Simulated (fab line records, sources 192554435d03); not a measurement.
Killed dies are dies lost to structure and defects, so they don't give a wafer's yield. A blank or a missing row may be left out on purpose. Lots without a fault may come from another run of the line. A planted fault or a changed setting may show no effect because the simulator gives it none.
fab line records | flow n5_finfet
record lots=24 wafers=72 last_day=21
route steps=1938 shown GATE_CUT@470 MOL_CONTACT_COAG@527
lots that met no fault: from a run of the same line without faults
start_h: hours from the record's first day to the start of the lot's first wafer shown | wait_h: hours since the lot's step before | " the same as in the row above | L1.1+2: a row that stands for several wafers | - no value, or no start given | * or withheld: withheld | < > ~ a bound
route shown NAME@n: a module of which the file shows steps, and the number in the route of the first | usual: mean/standard deviation of fault-free wafers | same: alike in all rows | chamber/n: place in a boat | sites: the reading at each site | _std_site: their standard deviation | _edge_site: outer sites' mean less inner sites' | radius_mm: how far each site lies from the wafer's centre | mask NAME#n: copy n | behind: the tool/chamber that last shaped the wafer | hold: why the lot was held/for how many hours/how that ended | device: the transistor (n, p or np) that didn't switch | end of line: the same wafers' tests at the end of the route | a step without rows: its recipe alone | killed: dies lost to structure and defects at the first sort, not the wafer's yield | map: a wafer's dies, x killed, . not, _ none there
set.NAME: the setting as run; set.NAME@STEP: as run at that earlier step | model.NAME: the simulator's own value behind a step, which no gauge read
steps of the route over a sample of lots; a table a step, a row a wafer
services: from which hour (start_h, from the record's first day; less than 0 if before it) a tool's chamber was out of use, for how many hours, and why
## steps
# step N5_GATE_CUT_STRIP_59
# recipe chemistry=N2/H2 time_s=20 power_w=100 temp_c=40 pressure_mtorr=100 rf_frequency_hz=6e+07 bias_power_w=3 n2_flow_sccm=300 h2_flow_sccm=300
# usual drypump_motor_current_A=5.6/0.32 h2_flow_sccm=300.0/1 oes_product_au=0.78/0.093 rf_vpp_V=45.2/0.78 showerhead_plenum_p_Torr=3.39/0.13 throttle_valve_pct=12.28/0.27
# columns lot.wafer tool chamber start_h wait_h drypump_motor_current_A h2_flow_sccm oes_product_au rf_hours_counter_h rf_vpp_V showerhead_plenum_p_Torr throttle_valve_pct
L074.2 rie_diel-05 3 84.68 0.1 5.1 299.0 0.74 162 45.6 3.25 12.79
L074.3 " 2 " " 5.5 299.6 0.70 201 45.5 3.33 12.29
L074.4 " 1 " " 5.6 299.3 0.77 - 45.8 3.36 12.17
L075.2 rie_diel-01 0 90.02 0.1 5.2 300.2 0.71 232 45.8 3.44 12.06
L075.5 " 1 " " 5.6 300.0 0.70 - 46.6 3.45 12.40
L075.6 " 2 " " 5.7 299.8 0.80 - 45.5 3.42 12.22
L076.2 rie_diel-06 3 95.95 0.1 6.4 298.6 0.76 170 44.4 3.21 11.91
L076.4 " 2 " " 6.0 301.7 0.76 156 45.1 3.25 12.53
L076.6 " 1 " " 5.6 301.4 0.95 - 45.6 3.31 11.93
L077.3 rie_diel-06 1 103.26 0.1 5.7 300.0 0.95 16 46.0 3.31 11.94
L077.4 " 2 " " 6.0 299.2 0.75 158 46.9 3.24 12.55
L077.6 " 1 " " 5.7 299.1 0.94 - 43.1 3.31 11.93
L078.1 rie_diel-01 3 110.56 0.1 5.6 299.4 0.93 20 46.2 3.63 12.29
L078.2 " 0 " " 5.2 300.2 0.71 237 45.3 3.44 12.08
L078.4 " 3 " " 5.6 298.8 0.93 - 44.9 3.63 12.29
L079.1 rie_diel-01 2 118.42 0.1 5.7 300.0 0.79 127 46.5 3.41 12.25
L079.4 " 3 " " 5.6 300.4 0.92 23 45.7 3.63 12.32
L079.6 " 3 " " 5.5 300.1 0.91 - 44.6 3.63 12.31
L080.1 rie_diel-05 3 121.04 0.1 5.0 300.3 0.74 172 44.7 3.24 12.84
L080.4 " 2 " " 5.5 301.0 0.69 211 45.4 3.33 12.32
L080.6 " 3 " " 5.0 299.3 0.74 - 43.7 3.24 12.81
L081.2 rie_diel-01 3 122.94 0.1 5.6 300.7 0.91 24 45.3 3.63 12.31
L081.4 " 2 " " 5.7 300.6 0.78 128 44.4 3.42 12.23
L081.6 " 1 " " 5.6 301.1 0.69 - 44.8 3.45 12.40
L082.2 rie_diel-06 1 130.03 0.1 5.6 299.0 0.92 25 45.6 3.31 11.95
L082.3 " 2 " " 6.0 299.0 0.74 166 45.7 3.24 12.58
L082.6 " 2 " " 6.0 298.6 0.74 - 46.0 3.24 12.56
L083.3 rie_diel-01 3 132.74 0.1 5.6 300.0 0.91 27 45.5 3.63 12.33
L083.5 " 3 " " 5.6 300.3 0.92 - 46.6 3.63 12.32
L083.6 " 1 " " 5.6 298.0 0.69 - 44.8 3.45 12.43
L084.1 rie_diel-06 3 140.46 0.1 6.4 300.7 0.76 176 44.8 3.21 11.92
L084.2 " 0 " " 5.2 300.0 0.78 155 44.5 3.38 12.21
L084.5 " 0 " " 5.2 300.3 0.78 - 44.8 3.38 12.20
L085.2 rie_diel-01 0 146.54 0.1 5.1 298.6 0.69 245 46.8 3.43 12.10
L085.4 " 2 " " 5.7 300.8 0.78 134 43.7 3.41 12.26
L085.5 " 2 " " 5.7 301.0 0.77 - 45.8 3.41 12.25
L086.1 rie_diel-01 1 153.54 0.1 5.6 301.5 0.69 229 44.9 3.44 12.46
L086.2 " 0 " " 5.2 300.8 0.70 248 46.0 3.43 12.11
L086.4 " 3 " " 5.6 300.6 0.90 33 44.5 3.63 12.33
L087.3 rie_diel-05 1 156.68 0.1 5.6 300.6 0.76 163 46.2 3.35 12.21
L087.4 " 3 " " 5.0 299.2 0.74 181 45.3 3.24 12.85
L087.6 " 2 " " 5.5 298.3 0.69 - 44.6 3.32 12.35
L088.1 rie_diel-06 3 163.38 0.1 6.4 298.9 0.74 183 46.0 3.21 11.95
L088.3 " 0 " " 5.2 299.6 0.77 161 44.8 3.38 12.22
L088.5 " 3 " " 6.4 300.7 0.74 - 46.1 3.21 11.94
L089.1 rie_diel-05 2 169.15 0.1 5.5 300.1 0.69 222 44.9 3.32 12.33
L089.4 " 3 " " 5.0 299.2 0.74 183 43.8 3.24 12.84
L089.6 " 2 " " 5.6 299.9 0.68 - 45.9 3.32 12.35
L090.1 rie_diel-01 1 176.72 0.1 5.5 300.8 0.69 237 45.0 3.44 12.46
L090.2 " 3 " " 5.6 300.3 0.90 40 45.2 3.62 12.35
L090.4 " 3 " " 5.6 299.6 0.90 - 46.2 3.62 12.34
L091.2 rie_diel-01 2 179.58 0.1 5.7 300.6 0.77 144 45.8 3.41 12.31
L091.3 " 3 " " 5.6 298.0 0.90 41 44.9 3.62 12.36
L091.5 " 2 " " 5.7 299.7 0.77 - 44.9 3.41 12.27
L092.1 rie_diel-06 2 190.29 0.1 6.0 300.3 0.73 183 44.4 3.23 12.61
L092.4 " 3 " " 6.4 301.1 0.74 189 45.0 3.20 11.96
L092.5 " 1 " " 5.6 300.1 0.90 - 44.5 3.30 12.01
L093.3 rie_diel-01 3 192.81 0.1 5.6 300.2 0.89 45 45.8 3.62 12.36
L093.4 " 3 " " 5.6 300.6 0.88 - 46.1 3.62 12.36
L093.6 " 0 " " 5.2 300.5 1.01 - 45.8 3.43 11.48
L094.1 rie_diel-05 2 199.94 0.1 5.5 299.0 0.68 230 45.7 3.32 12.37
L094.2 " 1 " " 5.6 300.8 0.75 173 44.7 3.35 12.21
L094.4 " 0 " " 5.3 301.8 0.95 23 46.3 3.59 11.89
L095.1 rie_diel-05 2 208.25 0.1 5.5 300.2 0.68 232 44.0 3.32 12.38
L095.3 " 1 " " 5.6 300.2 0.75 176 45.0 3.35 12.24
L095.6 " 3 " " 5.0 301.5 0.73 - 45.2 3.23 12.87
L096.1 rie_diel-01 2 214.15 0.1 5.7 300.4 0.77 155 44.7 3.40 12.31
L096.3 " 3 " " 5.5 300.1 0.87 51 46.0 3.62 12.38
L096.5 " 1 " " 5.6 298.6 0.67 - 45.9 3.43 12.48
L097.1 rie_diel-05 1 218.78 0.1 5.6 300.6 0.75 179 45.8 3.34 12.23
L097.4 " 2 " " 5.5 300.1 0.67 235 44.6 3.32 12.39
L097.5 " 2 " " 5.5 300.5 0.67 - 44.7 3.31 12.37
# step N5_GATE_CUT_CUT_ETCH_53
# recipe chemistry=SF6/Cl2 target=W mask_material=SiO2 target_depth_a=792 pressure_mtorr=8 icp_w=900 bias_w=80 SF6_flow_sccm=40 Cl2_flow_sccm=60 ends=cleared
# usual drypump_motor_current_A=5.7/0.51 etch_rf_on_time_s=26.7/0.74 oes_product_au=0.65/0.11 throttle_valve_pct=28.96/0.17
# columns lot.wafer tool chamber start_h wait_h drypump_motor_current_A etch_rf_on_time_s oes_product_au rf_hours_counter_h throttle_valve_pct
L074.2 rie_metal-02 0 88.80 0.1 6.4 26.0 0.65 72 28.98
L074.3 " 1 " " 6.8 26.2 0.73 - 29.26
L074.4 " 0 " " 6.4 25.8 0.66 - 29.00
L075.2 rie_metal-03 0 93.69 0.1 5.7 26.9 0.52 140 29.21
L075.5 " 0 " " 5.7 26.5 0.54 - 29.21
L075.6 " 1 " " 5.3 27.2 0.55 - 28.88
L076.2 rie_metal-01 1 100.07 0.1 5.6 26.9 0.66 68 28.74
L076.4 " 1 " " 5.6 26.6 0.66 - 28.75
L076.6 " 0 " " 5.2 27.6 0.53 - 29.02
L077.3 rie_metal-02 1 107.08 0.1 6.7 26.1 0.73 - 29.26
L077.4 " 0 " " 6.4 25.9 0.66 - 29.00
L077.6 " 1 " " 6.7 26.2 0.72 - 29.24
L078.1 rie_metal-03 1 114.32 0.1 5.3 27.3 0.54 122 28.88
L078.2 " 0 " " 5.7 26.5 0.53 142 29.21
L078.4 " 0 " " 5.7 26.5 0.53 - 29.20
L079.1 rie_metal-03 1 122.25 0.1 5.2 27.3 0.55 122 28.88
L079.4 " 0 " " 5.7 26.3 0.54 - 29.22
L079.6 " 1 " " 5.3 27.4 0.54 - 28.89
L080.1 rie_metal-01 1 124.71 0.1 5.6 26.9 0.65 69 28.74
L080.4 " 0 " " 5.2 28.2 0.52 - 29.00
L080.6 " 1 " " 5.6 26.6 0.65 - 28.75
L081.2 rie_metal-01 0 126.89 0.1 5.2 27.9 0.53 131 29.02
L081.4 " 0 " " 5.2 27.8 0.53 - 29.02
L081.6 " 1 " " 5.6 26.4 0.65 - 28.75
L082.2 rie_metal-01 0 133.70 0.1 5.2 27.7 0.53 132 29.02
L082.3 " 0 " " 5.2 27.6 0.53 - 29.02
L082.6 " 0 " " 5.1 27.7 0.53 - 29.03
L083.3 rie_metal-01 0 136.43 0.1 5.2 28.1 0.52 - 29.02
L083.5 " 0 " " 5.2 28.4 0.52 - 29.00
L083.6 " 1 " " 5.6 26.9 0.65 - 28.74
L084.1 rie_metal-02 0 144.26 0.1 6.4 25.6 0.65 77 29.00
L084.2 " 1 " " 6.7 26.2 0.72 36 29.26
L084.5 " 1 " " 6.7 26.3 0.72 - 29.26
L085.2 rie_metal-03 0 150.33 0.1 5.7 26.2 0.91 0 28.89
L085.4 " 0 " " 5.7 26.2 0.92 - 28.89
L085.5 " 1 " " 5.2 28.0 0.53 - 28.89
L086.1 rie_metal-01 1 157.48 0.1 5.5 26.9 0.65 73 28.74
L086.2 " 0 " " 5.2 28.2 0.52 134 29.03
L086.4 " 1 " " 5.6 26.9 0.65 - 28.74
L087.3 rie_metal-01 1 160.57 0.1 5.6 26.9 0.64 - 28.74
L087.4 " 0 " " 5.2 28.1 0.53 - 29.02
L087.6 " 1 " " 5.6 26.8 0.64 - 28.74
L088.1 rie_metal-02 1 167.21 0.1 6.7 26.5 0.72 38 29.26
L088.3 " 0 " " 6.4 25.8 0.64 - 29.00
L088.5 " 0 " " 6.4 26.0 0.64 - 29.00
L089.1 rie_metal-03 0 173.13 0.1 5.7 25.8 0.88 2 28.88
L089.4 " 0 " " 5.7 26.0 0.87 - 28.87
L089.6 " 0 " " 5.7 26.1 0.87 - 28.87
L090.1 rie_metal-03 1 180.52 0.1 5.3 27.5 0.53 128 28.90
L090.2 " 0 " " 5.7 25.5 0.88 3 28.89
L090.4 " 1 " " 5.3 27.3 0.53 - 28.88
L091.2 rie_metal-03 0 184.17 0.1 5.7 25.9 0.87 3 28.89
L091.3 " 0 " " 5.7 25.9 0.86 - 28.88
L091.5 " 1 " " 5.3 27.6 0.53 - 28.88
L092.1 rie_metal-02 1 193.96 0.1 6.7 26.3 0.71 40 29.26
L092.4 " 1 " " 6.7 26.1 0.71 - 29.26
L092.5 " 0 " " 6.4 25.8 0.64 - 29.01
L093.3 rie_metal-01 1 196.51 0.1 5.6 27.3 0.63 - 28.76
L093.4 " 1 " " 5.6 27.2 0.63 - 28.77
L093.6 " 1 " " 5.6 27.1 0.63 - 28.78
L094.1 rie_metal-02 1 203.62 0.1 6.7 26.1 0.71 41 29.26
L094.2 " 0 " " 6.4 25.6 0.65 81 29.02
L094.4 " 1 " " 6.7 26.2 0.71 - 29.26
L095.1 rie_metal-03 0 212.04 0.1 5.7 26.3 0.83 5 28.89
L095.3 " 0 " " 5.7 26.3 0.83 - 28.89
L095.6 " 0 " " 5.7 26.1 0.84 - 28.90
L096.1 rie_metal-01 1 217.83 0.1 5.6 27.0 0.63 79 28.75
L096.3 " 1 " " 5.6 27.1 0.63 - 28.77
L096.5 " 1 " " 5.6 27.1 0.63 - 28.76
L097.1 rie_metal-03 0 222.57 0.1 5.7 26.1 0.82 8 28.89
L097.4 " 0 " " 5.7 26.2 0.82 - 28.88
L097.5 " 0 " " 5.7 26.4 0.82 - 28.90
# step N5_GATE_CUT_STRIP_21
# recipe chemistry=N2/H2 time_s=30 power_w=1000 temp_c=250 pressure_mtorr=withheld n2_flow_sccm=1750 h2_flow_sccm=3250
# usual drypump_motor_current_A=5.4/0.32 h2_flow_sccm=3250/9.6 heater_power_w=344/54
# columns lot.wafer tool chamber start_h wait_h drypump_motor_current_A h2_flow_sccm heater_power_w rf_hours_counter_h
L074.2 plasma_asher-02 1 89.09 0.0 5.8 3257 412 83
L074.3 " 0 " " 5.0 3244 347 -
L074.4 " 1 " " 5.9 3258 414 -
L075.2 plasma_asher-01 0 93.98 0.0 5.6 3256 364 41
L075.5 " 1 " " 5.1 3247 262 -
L075.6 " 0 " " 5.6 3255 367 -
L076.2 plasma_asher-02 1 100.36 0.0 5.8 3268 410 85
L076.4 " 1 " " 5.8 3273 419 -
L076.6 " 1 " " 5.8 3268 429 -
L077.3 plasma_asher-01 1 107.37 0.1 5.1 3252 269 -
L077.4 " 0 " " 5.6 3242 361 -
L077.6 " 1 " " 5.1 3266 268 -
L078.1 plasma_asher-02 1 114.85 0.0 5.8 3254 410 88
L078.2 " 0 " " 5.0 3257 345 88
L078.4 " 0 " " 5.0 3247 356 -
L079.1 plasma_asher-02 1 122.54 0.0 5.8 3237 405 90
L079.4 " 0 " " 5.0 3247 348 -
L079.6 " 1 " " 5.9 3250 412 -
L080.1 plasma_asher-02 0 125.00 0.0 5.0 3264 353 90
L080.4 " 1 " " 5.8 3237 416 -
L080.6 " 0 " " 5.0 3266 347 -
L081.2 plasma_asher-01 0 127.18 0.0 5.6 3253 360 48
L081.4 " 1 " " 5.1 3251 273 -
L081.6 " 1 " " 5.2 3263 270 -
L082.2 plasma_asher-01 1 133.99 0.0 5.1 3242 266 49
L082.3 " 0 " " 5.6 3231 366 -
L082.6 " 0 " " 5.6 3247 368 -
L083.3 plasma_asher-01 0 136.72 0.1 5.6 3249 366 -
L083.5 " 1 " " 5.2 3240 267 -
L083.6 " 0 " " 5.6 3247 360 -
L084.1 plasma_asher-02 0 144.55 0.0 5.0 3251 357 94
L084.2 " 1 " " 5.8 3254 420 94
L084.5 " 0 " " 5.0 3265 346 -
L085.2 plasma_asher-01 0 150.63 0.0 5.6 3248 357 53
L085.4 " 1 " " 5.1 3254 274 -
L085.5 " 0 " " 5.6 3241 368 -
L086.1 plasma_asher-01 0 157.77 0.0 5.6 3247 365 54
L086.2 " 1 " " 5.1 3250 277 54
L086.4 " 1 " " 5.1 3245 271 -
L087.3 plasma_asher-01 1 160.86 0.1 5.1 3245 266 -
L087.4 " 0 " " 5.6 3249 369 -
L087.6 " 1 " " 5.1 3266 269 -
L088.1 plasma_asher-02 0 167.50 0.0 5.0 3262 353 99
L088.3 " 0 " " 5.0 3245 345 -
L088.5 " 1 " " 5.8 3249 409 -
L089.1 plasma_asher-01 0 173.42 0.0 5.6 3251 370 57
L089.4 " 0 " " 5.6 3249 364 -
L089.6 " 1 " " 5.2 3252 266 -
L090.1 plasma_asher-01 1 180.81 0.0 5.1 3260 269 58
L090.2 " 0 " " 5.6 3237 369 58
L090.4 " 1 " " 5.2 3246 272 -
L091.2 plasma_asher-01 1 184.46 0.0 5.2 3240 262 58
L091.3 " 1 " " 5.1 3243 267 -
L091.5 " 0 " " 5.6 3253 364 -
L092.1 plasma_asher-02 1 194.27 0.1 5.8 3240 427 104
L092.4 " 0 " " 5.0 3232 340 -
L092.5 " 0 " " 5.0 3241 354 -
L093.3 plasma_asher-02 1 197.12 0.1 5.8 3244 420 -
L093.4 " 0 " " 5.0 3259 357 -
L093.6 " 1 " " 5.8 3239 419 -
L094.1 plasma_asher-02 1 203.91 0.0 5.9 3248 415 106
L094.2 " 0 " " 5.0 3239 349 106
L094.4 " 0 " " 5.0 3250 350 -
L095.1 plasma_asher-01 0 212.60 0.1 5.6 3256 366 63
L095.3 " 1 " " 5.1 3246 270 -
L095.6 " 1 " " 5.1 3249 267 -
L096.1 plasma_asher-01 0 218.39 0.1 5.6 3226 367 64
L096.3 " 0 " " 5.6 3233 361 -
L096.5 " 0 " " 5.6 3231 360 -
L097.1 plasma_asher-01 0 223.13 0.1 5.6 3255 355 65
L097.4 " 0 " " 5.6 3250 366 -
L097.5 " 1 " " 5.2 3267 273 -
# step N5_GATE_CUT_CMP_23
# recipe stop_on=SiO2 t_overpolish_s=23.4 post_cmp_clean=alkaline_brush down_force_psi=2.5 platen_rpm=51.8 pad_velocity_m_s=1.0307 target_thk_nm=16
# usual motor_current_A=9.3/0.7 overpolish_run_s=23.401/0.0081 time_to_endpoint_s=20/3.4
# columns lot.wafer tool chamber start_h wait_h motor_current_A overpolish_run_s time_to_endpoint_s
L074.2 cmp-03 2 90.73 0.8 10.3 23.392 22
L074.3 " 0 " " 9.2 23.403 16
L074.4 " 1 " " 9.0 23.400 16
L075.2 cmp-03 1 95.70 0.8 9.4 23.402 17
L075.5 " 0 " " 9.2 23.407 16
L075.6 " 1 " " 8.8 23.398 18
L076.4 cmp-04 2 102.16 0.9 8.2 23.402 22
L076.2 " 3 " " 9.4 23.423 22
L076.6 " 0 " " 8.0 23.408 16
L077.4 cmp-03 0 109.00 0.8 9.2 23.400 16
L077.3 " 3 " " 9.2 23.396 20
L077.6 " 1 " " 8.7 23.393 19
L078.1 cmp-02 1 116.49 0.8 9.4 23.409 24
L078.4 " 2 " " 10.0 23.401 16
L078.2 " 3 " " 10.5 23.381 17
L079.4 cmp-04 3 124.18 0.8 9.8 23.387 25
L079.1 " 2 " " 8.4 23.400 22
L079.6 " 0 " " 8.4 23.409 20
L080.4 cmp-03 0 126.68 0.8 9.0 23.399 17
L080.1 " 2 " " 10.1 23.396 26
L080.6 " 0 " " 9.0 23.390 17
L081.2 cmp-03 0 128.84 0.8 9.5 23.401 14
L081.4 " 1 " " 9.4 23.406 17
L081.6 " 0 " " 9.1 23.404 14
L082.2 cmp-03 0 135.63 0.8 9.1 23.396 17
L082.3 " 1 " " 9.5 23.398 17
L082.6 " 1 " " 9.6 23.405 18
L083.3 cmp-03 1 138.45 0.9 9.4 23.395 20
L083.6 " 2 " " 10.1 23.401 25
L083.5 " 3 " " 9.1 23.395 21
L084.1 cmp-04 2 146.23 0.8 8.4 23.407 20
L084.2 " 0 " " 8.1 23.393 15
L084.5 " 2 " " 8.3 23.404 23
L085.4 cmp-04 2 152.27 0.8 8.3 23.393 25
L085.2 " 1 " " 9.5 23.398 20
L085.5 " 3 " " 9.5 23.404 22
L086.1 cmp-02 1 159.64 0.8 9.4 23.401 24
L086.2 " 2 " " 9.2 23.406 19
L086.4 " 3 " " 10.5 23.414 19
L087.4 cmp-04 2 162.56 0.8 7.8 23.398 22
L087.3 " 3 " " 9.3 23.408 26
L087.6 " 0 " " 8.0 23.418 17
L088.1 cmp-02 3 169.14 0.8 10.4 23.404 22
L088.3 " 2 " " 9.6 23.404 20
L088.5 " 0 " " 8.6 23.391 25
L089.1 cmp-03 2 175.10 0.8 10.6 23.405 24
L089.4 " 3 " " 9.6 23.384 20
L089.6 " 2 " " 9.9 23.404 25
L090.2 cmp-04 0 184.03 0.8 8.1 23.401 15
L090.4 " 2 " " 8.2 23.407 22
L090.1 " 3 " " 10.0 23.398 22
L091.3 cmp-02 1 186.14 0.8 9.1 23.383 21
L091.2 " 3 " " 10.2 23.401 16
L091.5 " 1 " " 9.3 23.400 21
L092.4 cmp-03 3 195.95 0.8 9.4 23.392 19
L092.1 " 1 " " 9.5 23.383 20
L092.5 " 2 " " 10.2 23.407 24
L093.3 cmp-04 2 199.39 0.8 8.4 23.387 19
L093.4 " 3 " " 9.9 23.400 23
L093.6 " 3 " " 9.6 23.399 22
L094.1 cmp-03 1 205.59 0.8 9.2 23.414 16
L094.2 " 2 " " 10.7 23.388 24
L094.4 " 3 " " 9.3 23.414 20
L095.1 cmp-02 0 214.25 0.8 8.5 23.386 21
L095.3 " 3 " " 10.5 23.406 18
L095.6 " 1 " " 9.0 23.407 21
L096.3 cmp-02 2 220.08 0.8 9.7 23.406 19
L096.1 " 0 " " 8.4 23.401 21
L096.5 " 2 " " 9.2 23.418 20
L097.4 cmp-02 2 224.81 0.8 8.9 23.397 22
L097.1 " 0 " " 8.3 23.409 25
L097.5 " 1 " " 9.3 23.418 26
# step N5_MOL_CONTACT_COAG_OVL_MEAS_09
# recipe points_per_wafer=522
# usual CA_OVL=0.4/0.73
# columns lot.wafer tool chamber start_h wait_h CA_OVL[nm]
L074.2 overlay-02 0 92.23 0.0 1.0
L074.3 " 0 " " 0.7
L074.4 " 0 " " 0.6
L075.2 overlay-02 0 97.16 0.0 -0.1
L075.5 " 0 " " 2.2
L075.6 " 0 " " 0.8
L076.2 overlay-01 0 103.54 0.0 -0.2
L076.4 " 0 " " 0.0
L076.6 " 0 " " 0.0
L077.3 overlay-02 0 110.50 0.0 0.9
L077.4 " 0 " " 0.0
L077.6 " 0 " " 0.9
L078.1 overlay-01 0 117.98 0.0 1.0
L078.2 " 0 " " 0.1
L078.4 " 0 " " 0.3
L079.1 overlay-02 0 125.67 0.0 -0.7
L079.4 " 0 " " 0.8
L079.6 " 0 " " -0.1
L080.1 overlay-02 0 128.01 0.0 0.3
L080.4 " 0 " " -0.1
L080.6 " 0 " " -0.5
L081.2 overlay-02 0 130.33 0.0 1.4
L081.4 " 0 " " 1.8
L081.6 " 0 " " 1.5
L082.2 overlay-02 0 137.13 0.0 0.0
L082.3 " 0 " " 0.1
L082.6 " 0 " " -0.1
L083.3 overlay-01 0 139.84 0.0 1.6
L083.5 " 0 " " 1.5
L083.6 " 0 " " -0.7
L084.1 overlay-02 0 147.69 0.0 -0.4
L084.2 " 0 " " 0.2
L084.5 " 0 " " -0.1
L085.2 overlay-01 0 153.64 0.0 0.4
L085.4 " 0 " " -0.4
L085.5 " 0 " " 0.5
L086.1 overlay-01 0 161.13 0.0 -0.6
L086.2 " 0 " " 0.6
L086.4 " 0 " " 0.8
L087.3 overlay-01 0 163.99 0.0 0.0
L087.4 " 0 " " 0.2
L087.6 " 0 " " -0.4
L088.1 overlay-02 0 170.51 0.0 -0.6
L088.3 " 0 " " 0.1
L088.5 " 0 " " -0.4
L089.1 overlay-02 0 176.56 0.0 0.1
L089.4 " 0 " " 1.9
L089.6 " 0 " " 1.3
L090.1 overlay-01 0 185.52 0.0 0.5
L090.2 " 0 " " -0.4
L090.4 " 0 " " 0.0
L091.2 overlay-02 0 187.47 0.0 0.6
L091.3 " 0 " " 1.0
L091.5 " 0 " " 0.6
L092.1 overlay-01 0 197.28 0.0 0.4
L092.4 " 0 " " 0.5
L092.5 " 0 " " -0.1
L093.3 overlay-02 0 200.77 0.0 0.4
L093.4 " 0 " " -0.1
L093.6 " 0 " " 1.5
L094.1 overlay-01 0 207.04 0.0 1.8
L094.2 " 0 " " -0.1
L094.4 " 0 " " -1.2
L095.1 overlay-01 0 215.61 0.0 -0.5
L095.3 " 0 " " 0.2
L095.6 " 0 " " 1.7
L096.1 overlay-01 0 221.40 0.0 0.9
L096.3 " 0 " " -0.5
L096.5 " 0 " " -0.4
L097.1 overlay-01 0 226.26 0.0 -0.7
L097.4 " 0 " " 0.2
L097.5 " 0 " " -0.5
# step N5_MOL_CONTACT_COAG_INSPECT_10
# recipe mode=adi inspect_instrument=brightfield
# usual raw_defect_count=70/27
# columns lot.wafer tool chamber start_h wait_h raw_defect_count
L074.2 defect_inspect-01 - 92.28 0.0 92
L074.3 " - " " 65
L074.4 " - " " 65
L075.2 defect_inspect-02 - 97.21 0.0 99
L075.5 " - " " 84
L075.6 " - " " 106
L076.2 defect_inspect-01 - 103.60 0.0 75
L076.4 " - " " 60
L076.6 " - " " 149
L077.3 defect_inspect-01 - 110.54 0.0 34
L077.4 " - " " 26
L077.6 " - " " 51
L078.1 defect_inspect-01 - 118.04 0.1 51
L078.2 " - " " 60
L078.4 " - " " 66
L079.1 defect_inspect-02 - 125.73 0.1 66
L079.4 " - " " 42
L079.6 " - " " 51
L080.1 defect_inspect-02 - 128.07 0.1 97
L080.4 " - " " 58
L080.6 " - " " 132
L081.2 defect_inspect-02 - 130.39 0.0 42
L081.4 " - " " 65
L081.6 " - " " 45
L082.2 defect_inspect-01 - 137.18 0.0 51
L082.3 " - " " 28
L082.6 " - " " 54
L083.3 defect_inspect-02 - 139.89 0.0 71
L083.5 " - " " 99
L083.6 " - " " 65
L084.1 defect_inspect-01 - 147.75 0.1 67
L084.2 " - " " 107
L084.5 " - " " 68
L085.2 defect_inspect-02 - 153.69 0.0 129
L085.4 " - " " 90
L085.5 " - " " 59
L086.1 defect_inspect-01 - 161.18 0.1 37
L086.2 " - " " 41
L086.4 " - " " 44
L087.3 defect_inspect-02 - 164.03 0.0 43
L087.4 " - " " 48
L087.6 " - " " 63
L088.1 defect_inspect-02 - 170.57 0.1 56
L088.3 " - " " 61
L088.5 " - " " 47
L089.1 defect_inspect-01 - 176.62 0.1 54
L089.4 " - " " 74
L089.6 " - " " 37
L090.1 defect_inspect-02 - 185.58 0.1 91
L090.2 " - " " 56
L090.4 " - " " 76
L091.2 defect_inspect-01 - 187.52 0.0 63
L091.3 " - " " 98
L091.5 " - " " 87
L092.1 defect_inspect-01 - 197.34 0.1 90
L092.4 " - " " 42
L092.5 " - " " 54
L093.3 defect_inspect-01 - 200.81 0.0 90
L093.4 " - " " 90
L093.6 " - " " 123
L094.1 defect_inspect-02 - 207.10 0.1 64
L094.2 " - " " 80
L094.4 " - " " 69
L095.1 defect_inspect-01 - 215.67 0.1 66
L095.3 " - " " 69
L095.6 " - " " 72
L096.1 defect_inspect-02 - 221.46 0.1 99
L096.3 " - " " 139
L096.5 " - " " 72
L097.1 defect_inspect-01 - 226.32 0.1 78
L097.4 " - " " 41
L097.5 " - " " 78
## services
# columns tool chamber start_h hours kind
cmp-04 - 67.68 4.4 pm
cmp-02 - 73.08 4.0 pm
rie_diel-06 - 74.13 0.2 repair
rie_metal-02 1 78.18 5.7 repair
cmp-03 - 85.25 2.9 repair
cmp-04 - 93.80 2.2 repair
rie_metal-02 1 98.96 5.1 repair
plasma_asher-01 - 101.59 0.5 repair
rie_diel-06 3 104.29 20.8 repair
rie_diel-01 0 119.86 2.3 repair
rie_diel-01 0 130.11 3.8 repair
cmp-02 - 132.49 10.1 repair
rie_metal-02 - 149.56 0.3 repair
cmp-02 - 154.73 3.8 repair
cmp-02 - 172.14 2.3 repair
plasma_asher-01 - 179.22 1.0 repair
cmp-03 - 180.30 8.3 pm
rie_diel-01 1 187.03 11.1 repair
plasma_asher-01 - 193.67 5.8 repair
rie_metal-03 1 194.15 1.2 repair
cmp-03 - 206.50 1.0 repair
cmp-04 - 206.69 4.0 pm
rie_metal-01 0 208.45 22.1 repair
cmp-04 - 224.76 4.1 repair
## key
fault none
